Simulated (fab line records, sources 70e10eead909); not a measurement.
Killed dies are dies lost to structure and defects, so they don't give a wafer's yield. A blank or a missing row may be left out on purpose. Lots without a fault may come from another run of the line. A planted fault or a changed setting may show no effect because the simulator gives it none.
Chamber matching | flow nand_harc | NHARC_P_M0_CMP_23 on cmp-03: 4 sister chambers
The step polishes, t overpolish 20 s, target thk 117.53 nm. 4 wafers are shown with their chamber, then 8 later ones without.

WAFERS WITH THEIR CHAMBER
wafer  | chamber | motor_current_A (A)
L318.5 | 1       | 15.3
L322.2 | 0       | 11.6
L335.5 | 3       | 13.0
L336.2 | 2       | 12.5

WAFERS WITHOUT THEIR CHAMBER
wafer  | motor_current_A (A)
L336.4 | 14.5
L336.6 | 12.8
L337.2 | 15.2
L337.5 | 11.1
L337.6 | 15.0
L338.1 | 14.4
L338.5 | 14.3
L338.6 | 13.1

WHICH CHAMBER EACH WENT THROUGH
wafer  | from the rows above          | in truth
L336.4 | can't be placed: 1 or 3      | 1
L336.6 | can't be placed: 3 or 2 or 0 | 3
L337.2 | 1                            | 1
L337.5 | can't be placed: 0 or 2      | 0
L337.6 | 1                            | 1
L338.1 | can't be placed: 1 or 3 or 2 | 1
L338.5 | can't be placed: 1 or 3 or 2 | 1
L338.6 | can't be placed: 3 or 2      | 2
Placed correctly: 2 of 8. Can't be placed from these rows: 6 (the true chamber is among the candidates in 6). Placed wrongly: 0.
How it was worked out, from the rows above alone: a wafer's distance from a chamber is the root of the sum, over the readings, of the square of ((its reading less the chamber's mean) divided by the reading's scatter). The wafer belongs to the nearest chamber; if the next one is less than 2 further off, it can't be placed. A chamber's mean is the mean of its shown wafers. The scatter: with one shown wafer a chamber, the root of the mean of the squares of how far each hidden wafer lies from its nearest shown one.
